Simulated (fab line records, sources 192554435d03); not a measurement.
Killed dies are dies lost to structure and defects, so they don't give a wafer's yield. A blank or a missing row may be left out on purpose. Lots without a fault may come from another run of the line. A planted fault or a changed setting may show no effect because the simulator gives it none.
fab line records | flow n5_finfet
record lots=24 wafers=72 last_day=18
route steps=1938 shown BEOL_M1@773
lots that met no fault: from a run of the same line without faults
start_h: hours from the record's first day to the start of the lot's first wafer shown | wait_h: hours since the lot's step before | " the same as in the row above | L1.1+2: a row that stands for several wafers | - no value, or no start given | * or withheld: withheld | < > ~ a bound
route shown NAME@n: a module of which the file shows steps, and the number in the route of the first | usual: mean/standard deviation of fault-free wafers | same: alike in all rows | chamber/n: place in a boat | sites: the reading at each site | _std_site: their standard deviation | _edge_site: outer sites' mean less inner sites' | radius_mm: how far each site lies from the wafer's centre | mask NAME#n: copy n | behind: the tool/chamber that last shaped the wafer | hold: why the lot was held/for how many hours/how that ended | device: the transistor (n, p or np) that didn't switch | end of line: the same wafers' tests at the end of the route | a step without rows: its recipe alone | killed: dies lost to structure and defects at the first sort, not the wafer's yield | map: a wafer's dies, x killed, . not, _ none there
set.NAME: the setting as run; set.NAME@STEP: as run at that earlier step | model.NAME: the simulator's own value behind a step, which no gauge read
steps of the route over a sample of lots; a table a step, a row a wafer
services: from which hour (start_h, from the record's first day; less than 0 if before it) a tool's chamber was out of use, for how many hours, and why
## steps
# step N5_BEOL_M1_STRIP_66
# recipe chemistry=CF4 resist=SiARC power_w=300 bias_power_w=75 pressure_mtorr=50 cf4_flow_sccm=150 rf_frequency_hz=6e+07
# usual drypump_motor_current_A=5.6/0.43 oes_product_au=0.77/0.08 rf_vpp_V=271.4/1.2 showerhead_plenum_p_Torr=1.81/0.051 throttle_valve_pct=13.62/0.27
# columns lot.wafer tool chamber start_h wait_h drypump_motor_current_A oes_product_au rf_hours_counter_h rf_vpp_V showerhead_plenum_p_Torr throttle_valve_pct
L074.3 rie_diel-02 1 120.80 0.0 6.5 0.73 183 271.1 1.78 13.62
L074.4 " 3 " " 5.1 0.70 218 271.1 1.77 13.88
L074.5 " 2 " " 5.4 0.75 - 272.3 1.86 13.39
L076.2 rie_diel-04 2 135.86 0.0 5.6 0.83 70 273.0 1.88 13.38
L076.4 " 0 " " 6.0 0.72 205 270.8 1.88 13.95
L076.5 " 3 " " 5.2 0.70 - 272.5 1.86 13.69
L075.3 rie_diel-03 1 139.08 0.0 4.9 0.97 1 270.3 1.78 13.55
L075.4 " 3 " " 6.0 0.79 - 270.5 1.82 13.74
L075.6 " 1 " " 4.9 0.97 - 270.6 1.78 13.52
L077.4 rie_diel-04 3 142.28 0.0 5.2 0.70 191 271.6 1.86 13.70
L077.5 " 1 " " 5.7 0.69 - 270.3 1.78 13.93
L077.6 " 2 " " 5.6 0.82 - 272.4 1.88 13.38
L078.1 rie_diel-04 1 148.28 0.0 5.8 0.69 200 271.8 1.78 13.92
L078.2 " 2 " " 5.6 0.82 73 273.4 1.88 13.38
L078.4 " 0 " " 6.0 0.72 207 272.0 1.88 13.94
L079.1 rie_diel-04 3 160.51 0.0 5.2 0.70 195 272.6 1.86 13.72
L079.5 " 0 " " 6.0 0.72 - 271.8 1.88 13.97
L079.6 " 1 " " 5.8 0.69 - 269.5 1.78 13.93
L080.2 rie_diel-03 2 164.54 0.0 5.6 0.84 72 270.8 1.83 13.45
L080.5 " 0 " " 5.6 0.96 - 270.6 1.74 13.00
L080.6 " 1 " " 4.9 0.92 - 271.6 1.78 13.56
L081.2 rie_diel-04 2 165.58 0.0 5.6 0.82 77 272.7 1.87 13.40
L081.4 " 1 " " 5.8 0.70 205 271.0 1.78 13.94
L081.6 " 1 " " 5.8 0.70 - 271.0 1.78 13.93
L082.2 rie_diel-04 0 180.80 0.0 6.0 0.72 215 271.1 1.87 13.97
L082.3 " 2 " " 5.6 0.81 82 274.2 1.87 13.40
L082.4 " 1 " " 5.8 0.69 208 271.6 1.78 13.94
L083.1 rie_diel-02 3 180.81 0.0 5.0 0.68 230 271.5 1.77 13.92
L083.2 " 0 " " 5.5 0.80 99 269.7 1.73 13.34
L083.5 " 0 " " 5.5 0.80 - 269.4 1.73 13.35
L084.1 rie_diel-02 2 181.12 0.0 5.3 0.73 163 270.8 1.86 13.41
L084.4 " 1 " " 6.6 0.72 196 271.5 1.78 13.64
L084.5 " 0 " " 5.6 0.80 - 269.7 1.73 13.33
L085.2 rie_diel-04 3 191.15 0.0 5.2 0.69 203 273.5 1.85 13.74
L085.4 " 1 " " 5.8 0.69 210 270.1 1.78 13.96
L085.5 " 3 " " 5.2 0.70 - 272.4 1.85 13.73
L086.3 rie_diel-03 1 194.78 0.0 4.9 0.91 17 271.5 1.78 13.57
L086.4 " 0 " " 5.6 0.93 11 270.9 1.73 13.00
L086.5 " 0 " " 5.6 0.93 - 270.5 1.73 13.04
L087.2 rie_diel-03 3 197.95 0.0 6.0 0.77 148 271.1 1.82 13.80
L087.4 " 1 " " 4.9 0.91 18 269.5 1.78 13.56
L087.5 " 3 " " 6.0 0.77 - 270.7 1.82 13.80
L088.1 rie_diel-03 1 203.44 0.0 4.9 0.89 20 271.7 1.78 13.59
L088.2 " 2 " " 5.7 0.83 83 272.1 1.82 13.47
L088.3 " 0 " " 5.6 0.91 14 270.3 1.73 13.01
L089.4 rie_diel-03 3 213.43 0.0 6.0 0.76 153 271.6 1.82 13.82
L089.5 " 2 " " 5.6 0.83 - 270.5 1.82 13.47
L089.6 " 1 " " 4.9 0.89 - 270.0 1.77 13.60
L090.2 rie_diel-04 2 214.41 0.0 5.6 0.80 91 273.2 1.87 13.44
L090.3 " 1 " " 5.7 0.68 217 272.3 1.77 13.96
L090.6 " 3 " " 5.2 0.69 - 271.7 1.85 13.77
L091.1 rie_diel-02 2 221.50 0.0 5.4 0.72 174 272.5 1.85 13.44
L091.3 " 1 " " 6.5 0.72 208 270.9 1.78 13.64
L091.6 " 3 " " 5.1 0.69 - 271.0 1.77 13.91
L092.1 rie_diel-02 0 232.56 0.0 5.5 0.79 114 269.3 1.73 13.38
L092.4 " 1 " " 6.5 0.71 211 269.5 1.78 13.67
L092.5 " 2 " " 5.4 0.73 - 272.3 1.85 13.45
L093.2 rie_diel-02 3 239.37 0.0 5.1 0.67 247 272.1 1.77 13.95
L093.3 " 0 " " 5.6 0.78 117 268.8 1.73 13.39
L093.6 " 2 " " 5.4 0.72 - 272.7 1.85 13.46
L094.1 rie_diel-02 1 252.67 0.0 6.5 0.70 218 271.0 1.77 13.67
L094.4 " 0 " " 5.5 0.78 - 268.9 1.73 13.41
L094.5 " 1 " " 6.5 0.70 - 269.5 1.77 13.70
L095.1 rie_diel-04 2 256.33 0.0 5.6 0.79 103 272.5 1.87 13.44
L095.3 " 0 " " 6.0 0.70 236 271.8 1.87 14.01
L095.5 " 0 " " 6.0 0.70 - 272.5 1.87 14.02
L096.1 rie_diel-02 0 257.23 0.0 5.5 0.78 122 271.0 1.73 13.38
L096.3 " 2 " " 5.4 0.72 185 271.9 1.85 13.46
L096.6 " 1 " " 6.5 0.71 - 271.1 1.77 13.69
L097.2 rie_diel-03 2 260.65 0.0 5.6 0.81 100 271.4 1.82 13.50
L097.3 " 0 " " 5.6 0.88 31 269.8 1.73 13.06
L097.5 " 2 " " 5.6 0.81 - 271.8 1.82 13.53
# step N5_BEOL_M1_CD_MEAS_28
# recipe landing_energy_ev=500 detector=se_inlens target_cd_y_nm=23.3
# usual cd_nm=23.93/0.26
# columns lot.wafer tool chamber start_h wait_h cd_nm
L074.3 cd_sem-01 0 121.37 - 23.89
L074.4 " 0 " " 23.99
L074.5 " 0 " " 24.01
L076.2 cd_sem-03 0 136.53 - 23.89
L076.4 " 0 " " 24.09
L076.5 " 0 " " 23.85
L075.3 cd_sem-03 0 139.84 - 24.08
L075.4 " 0 " " 24.50
L075.6 " 0 " " 23.86
L077.4 cd_sem-01 0 142.82 - 24.21
L077.5 " 0 " " 24.13
L077.6 " 0 " " 24.08
L078.1 cd_sem-01 0 148.95 - 23.82
L078.2 " 0 " " 23.91
L078.4 " 0 " " 23.95
L079.1 cd_sem-01 0 161.23 - 23.96
L079.5 " 0 " " 24.11
L079.6 " 0 " " 23.69
L080.2 cd_sem-02 0 165.20 - 23.78
L080.5 " 0 " " 23.90
L080.6 " 0 " " 23.86
L081.2 cd_sem-02 0 166.12 - 23.89
L081.4 " 0 " " 24.06
L081.6 " 0 " " 24.03
L082.2 cd_sem-03 0 181.60 - 23.84
L082.3 " 0 " " 24.23
L082.4 " 0 " " 24.06
L083.1 cd_sem-01 0 181.65 - 23.91
L083.2 " 0 " " 24.41
L083.5 " 0 " " 23.96
L084.1 cd_sem-03 0 181.75 - 23.72
L084.4 " 0 " " 23.59
L084.5 " 0 " " 24.08
L085.2 cd_sem-01 0 191.82 - 23.88
L085.4 " 0 " " 23.94
L085.5 " 0 " " 24.46
L086.3 cd_sem-03 0 195.33 - 24.03
L086.4 " 0 " " 23.75
L086.5 " 0 " " 24.31
L087.2 cd_sem-03 0 198.52 - 23.75
L087.4 " 0 " " 23.78
L087.5 " 0 " " 23.74
L088.1 cd_sem-01 0 204.10 - 23.51
L088.2 " 0 " " 23.78
L088.3 " 0 " " 23.82
L089.4 cd_sem-01 0 213.98 - 24.41
L089.5 " 0 " " 24.14
L089.6 " 0 " " 23.68
L090.2 cd_sem-01 0 215.31 - 23.97
L090.3 " 0 " " 24.00
L090.6 " 0 " " 23.67
L091.1 cd_sem-02 0 222.09 - 24.02
L091.3 " 0 " " 23.61
L091.6 " 0 " " 24.01
L092.1 cd_sem-02 0 233.22 - 24.35
L092.4 " 0 " " 24.02
L092.5 " 0 " " 24.05
L093.2 cd_sem-02 0 239.92 - 23.52
L093.3 " 0 " " 23.69
L093.6 " 0 " " 23.78
L094.1 cd_sem-01 0 256.52 - 23.97
L094.4 " 0 " " 23.87
L094.5 " 0 " " 23.70
L095.1 cd_sem-03 0 257.06 - 23.72
L095.3 " 0 " " 24.38
L095.5 " 0 " " 24.50
L096.1 cd_sem-02 0 257.77 - 23.85
L096.3 " 0 " " 23.88
L096.6 " 0 " " 23.86
L097.2 cd_sem-01 0 261.19 - 23.62
L097.3 " 0 " " 23.75
L097.5 " 0 " " 24.30
# step N5_BEOL_M1_OVL_MEAS_29
# recipe points_per_wafer=522
# usual V0_OVL=-0.2/0.69
# columns lot.wafer tool chamber start_h wait_h V0_OVL[nm]
L074.3 overlay-01 0 121.41 0.0 -0.6
L074.4 " 0 " " 0.3
L074.5 " 0 " " -0.8
L076.2 overlay-02 0 136.56 0.0 1.0
L076.4 " 0 " " 0.6
L076.5 " 0 " " -0.5
L075.3 overlay-02 0 139.88 0.0 -0.6
L075.4 " 0 " " -0.5
L075.6 " 0 " " -0.2
L077.4 overlay-02 0 142.87 0.0 -1.0
L077.5 " 0 " " -1.3
L077.6 " 0 " " -0.6
L078.1 overlay-02 0 148.98 0.0 0.3
L078.2 " 0 " " -0.2
L078.4 " 0 " " 0.5
L079.1 overlay-02 0 161.26 0.0 -0.6
L079.5 " 0 " " -1.2
L079.6 " 0 " " -1.2
L080.2 overlay-02 0 165.24 0.0 0.2
L080.5 " 0 " " 0.0
L080.6 " 0 " " -1.3
L081.2 overlay-02 0 166.16 0.0 -0.3
L081.4 " 0 " " -1.1
L081.6 " 0 " " -0.8
L082.2 overlay-01 0 181.63 0.0 0.7
L082.3 " 0 " " 0.5
L082.4 " 0 " " 0.7
L083.1 overlay-02 0 181.68 0.0 -0.1
L083.2 " 0 " " 0.3
L083.5 " 0 " " 0.0
L084.1 overlay-01 0 181.78 0.0 0.9
L084.4 " 0 " " 1.4
L084.5 " 0 " " 0.7
L085.2 overlay-02 0 191.85 0.0 0.6
L085.4 " 0 " " -0.6
L085.5 " 0 " " -0.2
L086.3 overlay-02 0 195.37 0.0 -0.1
L086.4 " 0 " " -0.2
L086.5 " 0 " " -0.1
L087.2 overlay-01 0 198.55 0.0 -0.2
L087.4 " 0 " " -0.2
L087.5 " 0 " " -0.7
L088.1 overlay-01 0 204.13 0.0 0.1
L088.2 " 0 " " -0.8
L088.3 " 0 " " -0.1
L089.4 overlay-01 0 214.02 0.0 -0.5
L089.5 " 0 " " 0.5
L089.6 " 0 " " -0.5
L090.2 overlay-02 0 215.34 0.0 -0.7
L090.3 " 0 " " -0.9
L090.6 " 0 " " 0.8
L091.1 overlay-02 0 222.12 0.0 0.9
L091.3 " 0 " " 0.5
L091.6 " 0 " " 0.8
L092.1 overlay-01 0 233.25 0.0 -0.2
L092.4 " 0 " " 0.7
L092.5 " 0 " " -0.4
L093.2 overlay-02 0 239.95 0.0 0.3
L093.3 " 0 " " 0.3
L093.6 " 0 " " 0.7
L094.1 overlay-02 0 256.55 0.0 -0.6
L094.4 " 0 " " -0.7
L094.5 " 0 " " -1.0
L095.1 overlay-02 0 257.09 0.0 0.9
L095.3 " 0 " " 1.1
L095.5 " 0 " " 0.5
L096.1 overlay-01 0 257.80 0.0 -0.5
L096.3 " 0 " " -1.4
L096.6 " 0 " " -0.1
L097.2 overlay-02 0 261.23 0.0 0.1
L097.3 " 0 " " 0.4
L097.5 " 0 " " -0.1
# step N5_BEOL_M1_INSPECT_30
# recipe mode=adi inspect_instrument=brightfield
# usual raw_defect_count=395/97
# columns lot.wafer tool chamber start_h wait_h raw_defect_count
L074.3 defect_inspect-01 - 121.45 0.0 313
L074.4 " - " " 356
L074.5 " - " " 303
L076.2 defect_inspect-02 - 136.61 0.0 569
L076.4 " - " " 571
L076.5 " - " " 583
L075.3 defect_inspect-02 - 139.93 0.0 320
L075.4 " - " " 481
L075.6 " - " " 500
L077.4 defect_inspect-01 - 142.91 0.0 320
L077.5 " - " " 272
L077.6 " - " " 336
L078.1 defect_inspect-02 - 149.03 0.1 384
L078.2 " - " " 407
L078.4 " - " " 279
L079.1 defect_inspect-02 - 161.32 0.1 401
L079.5 " - " " 348
L079.6 " - " " 270
L080.2 defect_inspect-02 - 165.30 0.1 581
L080.5 " - " " 468
L080.6 " - " " 387
L081.2 defect_inspect-01 - 166.21 0.0 328
L081.4 " - " " 556
L081.6 " - " " 343
L082.2 defect_inspect-01 - 181.68 0.0 296
L082.3 " - " " 353
L082.4 " - " " 281
L083.1 defect_inspect-01 - 181.74 0.1 311
L083.2 " - " " 323
L083.5 " - " " 386
L084.1 defect_inspect-01 - 181.84 0.1 370
L084.4 " - " " 477
L084.5 " - " " 391
L085.2 defect_inspect-01 - 191.91 0.0 325
L085.4 " - " " 351
L085.5 " - " " 352
L086.3 defect_inspect-01 - 195.41 0.0 406
L086.4 " - " " 374
L086.5 " - " " 506
L087.2 defect_inspect-01 - 198.61 0.0 372
L087.4 " - " " 340
L087.5 " - " " 467
L088.1 defect_inspect-01 - 204.20 0.1 408
L088.2 " - " " 471
L088.3 " - " " 472
L089.4 defect_inspect-01 - 214.07 0.0 385
L089.5 " - " " 315
L089.6 " - " " 424
L090.2 defect_inspect-01 - 215.39 0.0 339
L090.3 " - " " 550
L090.6 " - " " 350
L091.1 defect_inspect-02 - 222.18 0.1 448
L091.3 " - " " 483
L091.6 " - " " 328
L092.1 defect_inspect-01 - 233.31 0.1 347
L092.4 " - " " 282
L092.5 " - " " 343
L093.2 defect_inspect-02 - 240.01 0.0 376
L093.3 " - " " 332
L093.6 " - " " 316
L094.1 defect_inspect-01 - 256.60 0.1 317
L094.4 " - " " 301
L094.5 " - " " 367
L095.1 defect_inspect-02 - 257.15 0.1 635
L095.3 " - " " 472
L095.5 " - " " 487
L096.1 defect_inspect-02 - 257.86 0.1 431
L096.3 " - " " 502
L096.6 " - " " 662
L097.2 defect_inspect-02 - 261.28 0.0 306
L097.3 " - " " 409
L097.5 " - " " 430
# step N5_BEOL_M1_ETCH_69
# recipe chemistry=CF4 target=SiARC target_depth_a=156 mask_material=CAR-EUV time_s=26 ion_energy_ev=80 pressure_mtorr=40 source_w=545 bias_w=36 Ar_flow_sccm=100 cf4_flow_sccm=100 ends=cleared
# usual drypump_motor_current_A=5.6/0.42 etch_rf_on_time_s=26.3/0.67 mfc_ar_sccm=100.05/0.29 oes_product_au=0.67/0.077 rf_vpp_V=184.1/0.97 showerhead_plenum_p_Torr=2.15/0.053 throttle_valve_pct=15.64/0.25
# columns lot.wafer tool chamber start_h wait_h drypump_motor_current_A etch_rf_on_time_s mfc_ar_sccm oes_product_au rf_hours_counter_h rf_vpp_V showerhead_plenum_p_Torr throttle_valve_pct
L074.3 rie_diel-03 0 121.54 0.0 5.5 26.5 100.28 0.57 247 182.9 2.09 15.62
L074.4 " 3 " " 6.0 26.0 100.13 0.69 122 184.4 2.17 15.76
L074.5 " 2 " " 5.6 26.6 99.93 0.73 - 183.5 2.19 15.46
L076.2 rie_diel-03 2 136.70 0.0 5.6 26.3 100.37 0.73 62 185.1 2.19 15.47
L076.4 " 2 " " 5.6 25.8 99.63 0.74 - 183.8 2.19 15.46
L076.5 " 3 " " 6.0 26.2 100.27 0.67 - 183.7 2.16 15.77
L075.3 rie_diel-02 1 140.01 0.0 6.5 25.5 99.51 0.63 184 183.6 2.13 15.61
L075.4 " 0 " " 5.5 26.3 99.62 0.70 88 183.6 2.07 15.36
L075.6 " 1 " " 6.5 25.6 99.77 0.63 - 184.2 2.13 15.62
L077.4 rie_diel-03 3 143.02 0.0 6.0 26.7 99.57 0.67 - 184.3 2.16 15.77
L077.5 " 1 " " 4.9 25.5 100.08 0.84 - 183.5 2.12 15.63
L077.6 " 2 " " 5.6 26.7 100.21 0.73 - 184.0 2.19 15.47
L078.1 rie_diel-03 1 149.12 0.0 4.9 25.7 100.06 0.82 4 183.4 2.12 15.63
L078.2 " 2 " " 5.6 26.6 100.02 0.72 66 182.9 2.19 15.51
L078.4 " 3 " " 6.0 26.5 99.77 0.67 - 184.3 2.16 15.78
L079.1 rie_diel-03 0 161.41 0.0 5.6 25.9 100.57 0.84 2 183.9 2.09 15.09
L079.5 " 0 " " 5.6 25.6 100.26 0.84 - 184.2 2.09 15.10
L079.6 " 1 " " 4.9 25.7 100.04 0.82 - 182.6 2.12 15.64
L080.2 rie_diel-02 1 165.39 0.0 6.5 25.6 100.06 0.63 192 183.1 2.13 15.66
L080.5 " 2 " " 5.4 26.8 100.00 0.63 - 185.8 2.22 15.42
L080.6 " 3 " " 5.1 26.5 100.09 0.59 - 182.9 2.13 15.94
L081.2 rie_diel-03 0 166.29 0.0 5.6 25.9 100.37 0.82 4 182.7 2.09 15.10
L081.4 " 2 " " 5.6 26.7 100.47 0.70 73 185.8 2.18 15.51
L081.6 " 3 " " 6.0 26.7 100.14 0.66 - 184.5 2.16 15.79
L082.2 rie_diel-02 3 181.77 0.0 5.1 26.2 100.14 0.59 230 184.4 2.13 15.95
L082.3 " 1 " " 6.5 25.7 99.96 0.62 196 184.2 2.13 15.65
L082.4 " 2 " " 5.4 26.8 100.24 0.62 163 183.7 2.22 15.46
L083.1 rie_diel-03 1 181.86 0.0 4.9 25.6 99.74 0.79 15 184.5 2.11 15.65
L083.2 " 2 " " 5.6 26.4 99.95 0.71 78 183.3 2.18 15.49
L083.5 " 3 " " 6.0 26.2 100.06 0.66 - 184.9 2.16 15.79
L084.1 rie_diel-02 2 181.93 0.0 5.4 26.5 100.83 0.63 163 185.8 2.22 15.45
L084.4 " 0 " " 5.5 26.1 100.49 0.69 100 182.6 2.07 15.39
L084.5 " 0 " " 5.5 25.9 99.40 0.69 - 183.9 2.07 15.40
L085.2 rie_diel-04 0 191.99 0.0 6.1 28.3 100.03 0.59 218 184.2 2.22 15.92
L085.4 " 2 " " 5.6 25.5 100.21 0.71 84 185.0 2.26 15.53
L085.5 " 1 " " 5.7 27.3 100.41 0.58 - 183.6 2.13 16.03
L086.3 rie_diel-04 3 195.50 0.0 5.2 25.7 99.73 0.59 205 183.8 2.23 15.81
L086.4 " 1 " " 5.7 26.9 99.80 0.58 211 183.3 2.13 16.03
L086.5 " 2 " " 5.6 25.1 100.17 0.71 - 186.1 2.26 15.52
L087.2 rie_diel-04 0 198.72 0.0 6.0 27.8 99.98 0.59 220 183.8 2.22 15.95
L087.4 " 2 " " 5.6 25.3 99.82 0.71 87 186.0 2.26 15.53
L087.5 " 1 " " 5.7 27.1 100.15 0.58 - 183.2 2.13 16.01
L088.1 rie_diel-03 2 204.29 0.0 5.6 26.6 99.67 0.70 84 183.5 2.18 15.50
L088.2 " 1 " " 4.9 25.9 99.83 0.78 20 183.4 2.11 15.66
L088.3 " 0 " " 5.5 25.4 99.93 0.80 14 183.9 2.08 15.12
L089.4 rie_diel-03 2 214.15 0.0 5.6 26.1 100.45 0.71 87 185.1 2.18 15.51
L089.5 " 2 " " 5.7 26.3 100.19 0.70 - 182.4 2.18 15.52
L089.6 " 3 " " 6.0 26.0 100.05 0.67 - 185.2 2.16 15.81
L090.2 rie_diel-03 2 215.48 0.0 5.6 26.7 99.64 0.70 87 183.7 2.18 15.52
L090.3 " 0 " " 5.6 25.6 100.48 0.80 18 183.7 2.08 15.12
L090.6 " 3 " " 6.0 26.4 99.87 0.66 - 184.3 2.16 15.82
L091.1 rie_diel-04 3 222.26 0.0 5.2 26.2 100.19 0.59 211 186.6 2.22 15.81
L091.3 " 2 " " 5.6 25.4 100.04 0.70 93 185.1 2.26 15.56
L091.6 " 1 " " 5.7 27.1 99.46 0.59 - 183.2 2.13 16.05
L092.1 rie_diel-03 3 233.70 0.0 6.0 26.2 100.16 0.65 160 184.4 2.15 15.82
L092.4 " 1 " " 4.9 25.8 100.25 0.76 29 183.6 2.11 15.68
L092.5 " 2 " " 5.6 26.2 100.49 0.70 - 184.8 2.18 15.54
L093.2 rie_diel-02 2 240.09 0.0 5.4 26.4 99.94 0.61 180 185.2 2.22 15.47
L093.3 " 3 " " 5.1 25.9 99.96 0.58 247 184.3 2.12 16.00
L093.6 " 0 " " 5.5 26.2 99.83 0.67 - 183.3 2.06 15.44
L094.1 rie_diel-02 2 256.69 0.0 5.4 27.0 99.75 0.61 185 184.5 2.21 15.50
L094.4 " 2 " " 5.4 27.1 99.94 0.61 - 184.5 2.21 15.46
L094.5 " 1 " " 6.5 25.8 99.93 0.61 - 184.6 2.12 15.70
L095.1 rie_diel-02 0 257.30 0.0 5.5 26.6 99.68 0.67 122 181.1 2.06 15.43
L095.3 " 2 " " 5.4 27.2 100.10 0.60 185 184.1 2.21 15.47
L095.5 " 0 " " 5.5 26.8 99.52 0.66 - 185.1 2.06 15.43
L096.1 rie_diel-04 0 257.95 0.0 6.0 27.8 99.57 0.58 237 186.2 2.21 15.99
L096.3 " 1 " " 5.7 27.0 100.28 0.58 229 184.7 2.12 16.05
L096.6 " 0 " " 6.0 28.0 99.69 0.58 - 185.5 2.21 15.97
L097.2 rie_diel-03 1 261.37 0.0 4.9 26.2 100.05 0.75 37 184.0 2.11 15.68
L097.3 " 3 " " 6.0 26.6 100.21 0.64 168 182.8 2.15 15.83
L097.5 " 2 " " 5.6 26.5 100.00 0.69 - 183.9 2.17 15.56
# step N5_BEOL_M1_PRE_CLEAN_45
# recipe gas=H2/He time_s=30 temp_c=250
# usual heater_power_w=329/25
# columns lot.wafer tool chamber start_h wait_h heater_power_w
L074.3 pvd_sputter-02 - 123.84 0.0 331
L074.4 " - " " 330
L074.5 " - " " 353
L076.2 pvd_sputter-01 - 156.88 0.0 279
L076.4 " - " " 311
L076.5 " - " " 351
L075.3 pvd_sputter-01 - 157.16 0.0 321
L075.4 " - " " 354
L075.6 " - " " 327
L078.1 pvd_sputter-01 - 161.30 0.0 274
L078.2 " - " " 313
L078.4 " - " " 279
L077.4 pvd_sputter-02 - 163.81 0.0 327
L077.5 " - " " 346
L077.6 " - " " 329
L079.1 pvd_sputter-03 - 164.40 0.0 341
L079.5 " - " " 291
L079.6 " - " " 345
L081.2 pvd_sputter-03 - 168.12 0.0 347
L081.4 " - " " 294
L081.6 " - " " 335
L080.2 pvd_sputter-03 - 168.30 0.0 350
L080.5 " - " " 342
L080.6 " - " " 349
L082.2 pvd_sputter-02 - 191.01 0.0 332
L082.3 " - " " 349
L082.4 " - " " 334
L083.1 pvd_sputter-01 - 194.01 0.0 350
L083.2 " - " " 321
L083.5 " - " " 344
L084.1 pvd_sputter-03 - 194.14 0.0 349
L084.4 " - " " 342
L084.5 " - " " 339
L085.2 pvd_sputter-01 - 199.74 0.0 317
L085.4 " - " " 281
L085.5 " - " " 346
L086.3 pvd_sputter-02 - 203.02 0.0 326
L086.4 " - " " 319
L086.5 " - " " 327
L087.2 pvd_sputter-03 - 207.76 0.0 294
L087.4 " - " " 344
L087.5 " - " " 342
L088.1 pvd_sputter-01 - 207.92 0.0 361
L088.2 " - " " 329
L088.3 " - " " 318
L089.4 pvd_sputter-01 - 217.30 0.0 337
L089.5 " - " " 345
L089.6 " - " " 275
L090.2 pvd_sputter-03 - 225.88 0.0 298
L090.3 " - " " 335
L090.6 " - " " 341
L091.1 pvd_sputter-03 - 227.50 0.0 338
L091.3 " - " " 340
L091.6 " - " " 352
L092.1 pvd_sputter-01 - 239.74 0.0 368
L092.4 " - " " 338
L092.5 " - " " 273
L093.2 pvd_sputter-03 - 243.09 0.0 341
L093.3 " - " " 334
L093.6 " - " " 331
L094.1 pvd_sputter-01 - 266.16 0.0 341
L094.4 " - " " 358
L094.5 " - " " 369
L095.1 pvd_sputter-01 - 274.59 0.0 322
L095.3 " - " " 348
L095.5 " - " " 329
L096.1 pvd_sputter-02 - 276.28 0.0 347
L096.3 " - " " 326
L096.6 " - " " 326
L097.2 pvd_sputter-03 - 276.34 0.0 302
L097.3 " - " " 343
L097.5 " - " " 352
## services
# columns tool chamber start_h hours kind
rie_diel-04 3 100.75 14.7 repair
rie_diel-03 2 103.34 6.7 repair
pvd_sputter-01 - 118.61 0.7 repair
rie_diel-04 0 119.99 13.8 repair
rie_diel-02 - 124.83 14.6 pm
pvd_sputter-03 - 125.88 24.5 repair
rie_diel-03 1 126.17 - clean
rie_diel-03 1 126.17 - consumable_replace:focus_ring
rie_diel-03 1 126.17 11.5 scheduled_down
rie_diel-03 1 126.17 11.5 vent_cycle
rie_diel-03 0 137.79 - clean
rie_diel-03 0 137.79 - consumable_replace:focus_ring
rie_diel-03 0 137.79 18.6 scheduled_down
rie_diel-03 0 137.79 18.6 vent_cycle
pvd_sputter-02 - 144.92 10.0 repair
rie_diel-04 3 200.03 2.9 repair
rie_diel-03 2 218.45 2.0 repair
rie_diel-02 3 250.70 - clean
rie_diel-02 3 250.70 - consumable_replace:focus_ring
rie_diel-02 3 250.70 20.8 scheduled_down
rie_diel-02 3 250.70 20.8 vent_cycle
## key
fault none
